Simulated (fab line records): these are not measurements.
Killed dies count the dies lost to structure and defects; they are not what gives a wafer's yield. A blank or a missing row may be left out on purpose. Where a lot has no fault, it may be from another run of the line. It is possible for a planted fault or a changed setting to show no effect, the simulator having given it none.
Comparing a struck lot with a sound one ; flow n5_finfet ; 27 steps out of a route of 1938
Sound: wafers L123.1, L123.4, L123.6. The struck wafers were L132.3, L132.4, L132.5. The cause comes at the end.
For every step that has rows: the tool of each side, followed by ch and its chambers, followed by its first start. Under that, the readings that differ: sound wafers ; struck wafers ; difference of the means ; sigmas: that difference in standard deviations of wafers without a fault.
alike: readings with means less than 2 such deviations apart, plus words and numbers identical on both sides. not compared: withheld readings, readings lacking a value on some wafer, bounds such as >300 that could conceal the same value, and numbers that have no deviation in the record and whose values overlap.
The two part at a step that has a row with sigmas, a row that says differs or no value, or rows on one side only. Non-overlapping numbers with no deviation appear without sigmas and do not part them. A reading missing from all wafers of one side parts the sides only when that side holds two or more wafers.

first, 8 steps without rows for these wafers: N5_BEOL_M0_CMP_120 (polishes, stops on SiOC, t overpolish 6.9 s); N5_BEOL_M0_PRE_CLEAN_131 (time 15 s); N5_BEOL_M0_CO_CAP_123 (material Co, precursor CCTBA/H2, target thk 2 nm, time 102.1 s); N5_BEOL_M0_PRE_CLEAN_124 (time 15 s); N5_BEOL_M0_DEP_125 (deposits SiCN from 3MS/NH3, target thk 8 nm, time 14 s); N5_BEOL_M1_ILD_DEP_00 (deposits SiOC from DEMS/O2, target thk 79 nm, time 15.3 s); N5_BEOL_M1_PECVD_72 (deposits SiO2 from TEOS/O2, target thk 16 nm, time 18 s); N5_BEOL_M1_HM_DEP_02 (deposits TiN, target thk 20 nm).
N5_BEOL_M1_COAT_61: time 60 s, resist thk 60 nm.
  sound on litho_track-01 ch 0, day 6 07:11; struck on litho_track-01 ch 0, day 8 10:10
reading;sound;struck;difference;sigmas
spin_speed_rpm (rpm);1498.0 1499.0 1498.5;1613.8 1613.6 1613.3;+115.1;+99 or more
model.SOC_of_BEOL_M1_COAT_61.thk_nm (nm);59.8 59.8 59.6;58.2 57.8 58;-1.7;
then, 11 steps without rows for these wafers: N5_BEOL_M1_COAT_62 (time 60 s, resist thk 12 nm); N5_BEOL_M1_COAT_73 (time 60 s, resist thk 5 nm); N5_BEOL_M1_COAT_05 (resist thk 30 nm); N5_BEOL_M1_EBR_07; N5_BEOL_M1_SOFTBAKE_06 (time 60 s); N5_BEOL_M1_EXPOSE_08 (exposes mask M1); N5_BEOL_M1_PEB_09 (peb time 60 s); N5_BEOL_M1_DEVELOP_10 (develop time 30 s); N5_BEOL_M1_DESCUM_16 (chemistry O2, time 7 s); N5_BEOL_M1_ETCH_74 (etches underlayer in N2/H2, target depth 6.5 nm, time 5.2 s); N5_BEOL_M1_ETCH_63 (etches SiARC in CF4, target depth 15.6 nm, time 26 s).
N5_BEOL_M1_ETCH_64: etches SOC in N2/H2, target depth 75 nm, overetch 15 nm, time 112.5 s.
  sound on rie_diel-05 ch 2,3, day 6 07:50; struck on rie_diel-04 ch 1,2, day 8 10:52
reading;sound;struck;difference;sigmas
throttle_valve_pct (%);17.87 18.04 18.04;17.32 17.32 17.80;-0.50;-3
model.etch.depth_nm (nm);59.71 59.8 59.58;58.19 57.81 58.01;-1.69;
  alike: drypump_motor_current_A, oes_product_au, rf_vpp_V, showerhead_plenum_p_Torr
  not compared: rf_hours_counter_h
then, 3 steps without rows for these wafers: N5_BEOL_M1_STRIP_65 (strips in N2/H2); N5_BEOL_M1_STRIP_75 (strips in N2/H2); N5_BEOL_M1_STRIP_66 (strips in CF4).
N5_BEOL_M1_HM_OPEN_17: chemistry Cl2/BCl3, target TiN, target depth 20 nm, overetch 6 nm.
  sound on rie_metal-02 ch 0, day 6 08:05; struck on rie_metal-02 ch 0,1, day 8 11:04
reading;sound;struck;difference;sigmas
model.SOC_of_BEOL_M1_COAT_61.thk_nm (nm);52 52 51.8;50.4 50 50.2;-1.7;
  alike: drypump_motor_current_A, mfc_cl2_sccm, oes_product_au, throttle_valve_pct
  not compared: rf_hours_counter_h
then, 1 step without rows for these wafers: N5_BEOL_M1_STRIP_19 (strips in O2).
N5_BEOL_M4_RC_MEAS_101:
  sound on prober-01 ch 0, day 8 07:57; struck on prober-02 ch 0, day 10 06:15
reading;sound;struck;difference;sigmas
IOFF_P (nA/um);0.22 0.18 0.24;0.15 0.13 0.13;-0.08;-2
ION_P (uA/um);463 462 468;450 449 446;-16;-2
VT_P (mV);-251 -251 -250;-258 -258 -259;-8;-2
  alike: DIBL_N, DIBL_P, IOFF_N, ION_N, SS_N, SS_P, VT_N

WHERE THEY PART
At N5_BEOL_M1_COAT_61 first; at N5_BEOL_M4_RC_MEAS_101 last (within this record only).

WHY: what the simulator had put in
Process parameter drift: litho_track-01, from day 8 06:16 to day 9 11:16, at N5_BEOL_M1_COAT_61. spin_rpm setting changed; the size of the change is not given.
